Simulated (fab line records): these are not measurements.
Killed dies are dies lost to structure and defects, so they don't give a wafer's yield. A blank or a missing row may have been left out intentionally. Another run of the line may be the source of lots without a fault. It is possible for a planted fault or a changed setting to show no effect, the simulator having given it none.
Comparing a struck lot with a sound one / flow n5-finfet / 16 steps out of a route of 1938
Sound: the wafers L750.3, L750.5, L750.6. Struck: wafer L758.4. (L758.1, L758.2 of the same lot were not struck and are left out.) The cause comes at the end.
Per side, at each step with rows, come the tool, then ch with its chambers, and then its first start. Under that, the readings that differ: sound wafers / struck wafers / difference of the means / sigmas: that difference in standard deviations of wafers without a fault.
alike: readings whose means differ by less than 2 such deviations, and words and numbers that are the same on both sides. not compared: withheld readings, readings that some wafer has no value for, bounds like >300 that may hide the same value, and numbers for which the record gives no deviation and whose values overlap.
Wherever a step has rows on one side only, a row that says differs or no value, or a row with sigmas, the two part there. Numbers that don't overlap but have no deviation are shown without sigmas and don't part them. A reading that every wafer of one side lacks parts them only if that side has two wafers or more.

first, 8 steps without rows for these wafers: N5_BEOL_M3_COAT_68 (time 60 s, resist thk 12 nm); N5_BEOL_M3_COAT_76 (time 60 s, resist thk 5 nm); N5_BEOL_M3_COAT_22 (resist thk 30 nm); N5_BEOL_M3_EBR_24; N5_BEOL_M3_SOFTBAKE_23 (time 60 s); N5_BEOL_M3_EXPOSE_25 (exposes mask V2, defocus 5 nm); N5_BEOL_M3_PEB_26 (peb time 60 s); N5_BEOL_M3_DEVELOP_27 (develop time 30 s).
N5_BEOL_M3_CD_MEAS_28: target cd 25.7 nm, target cd y 23.3 nm.
  sound on cd-sem-01 ch 0, day 9 06:59; struck on cd-sem-02 ch 0, day 12 01:33
  alike: cd-nm
N5_BEOL_M3_OVL_MEAS_29:
  sound on overlay-02 ch 0, day 9 07:02; struck on overlay-02 ch 0, day 12 01:35
  alike: V2_OVL
N5_BEOL_M3_INSPECT_30: inspects for defects (brightfield).
  sound: defect-inspect-01 at day 9 07:05; struck: defect-inspect-01 at day 12 01:38
  alike: raw-defect-count
N5_BEOL_M3_DESCUM_33: chemistry O2, time 7 s.
  sound on rie-diel-02 ch 0,3, day 9 07:14; struck on rie-diel-06 ch 0, day 12 01:40
  alike: chamber-pressure-mTorr, drypump-motor-current-A, oes-product-au, rf-vpp-V, showerhead-plenum-p-Torr, throttle-valve-pct
  not compared: rf-hours-counter-h
N5_BEOL_M3_ETCH_77: etches underlayer in N2/H2, target depth 6.5 nm, time 5.2 s.
  sound on rie-diel-02 ch 0,3, day 9 07:16; struck on rie-diel-06 ch 0, day 12 01:43
reading=chamber-pressure-mTorr (mTorr); sound=30.05 29.96 30.04; struck=30.11; difference=+0.09; sigmas=+2
reading=etch-rf-on-time-s (s); sound=5.39 5.33 5.34; struck=4.84; difference=-0.51; sigmas=-3
reading=h2-flow-sccm (sccm); sound=199.9 198.5 200.3; struck=219.3; difference=+19.7; sigmas=+31
  alike: drypump-motor-current-A, oes-product-au, rf-vpp-V, showerhead-plenum-p-Torr, throttle-valve-pct
  not compared: rf-hours-counter-h
N5_BEOL_M3_ETCH_69: etches SiARC in CF4, target depth 15.6 nm, time 26 s.
  sound on rie-diel-02 ch 0,3, day 9 07:17; struck on rie-diel-06 ch 0, day 12 01:43
reading=rf-vpp-V (V); sound=182.5 184.3 182.7; struck=185.6; difference=+2.4; sigmas=+2
  alike: chamber-pressure-mTorr, drypump-motor-current-A, etch-rf-on-time-s, oes-product-au, showerhead-plenum-p-Torr, throttle-valve-pct
  not compared: rf-hours-counter-h
N5_BEOL_M4_RC_MEAS_101:
  sound on prober-01 ch 0, day 10 19:36; struck on prober-01 ch 0, day 12 21:42
  alike: DIBL_N, DIBL_P, IOFF_N, IOFF_P, ION_N, ION_P, SS_N, SS_P, VT_N, VT_P
N5_PASSIVATION_PROBE_49:
  rows exist in the record for the sound wafers here (prober-01, day 15 06:11), none for the struck ones

## WHERE THEY PART
Earliest at N5_BEOL_M3_ETCH_77; latest, in this record, at N5_PASSIVATION_PROBE_49.

WHY: what the simulator had put in
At N5_BEOL_M3_ETCH_77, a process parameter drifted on rie-diel-06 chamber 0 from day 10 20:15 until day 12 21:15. From 200, the setting h2-flow-sccm moved by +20. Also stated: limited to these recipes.
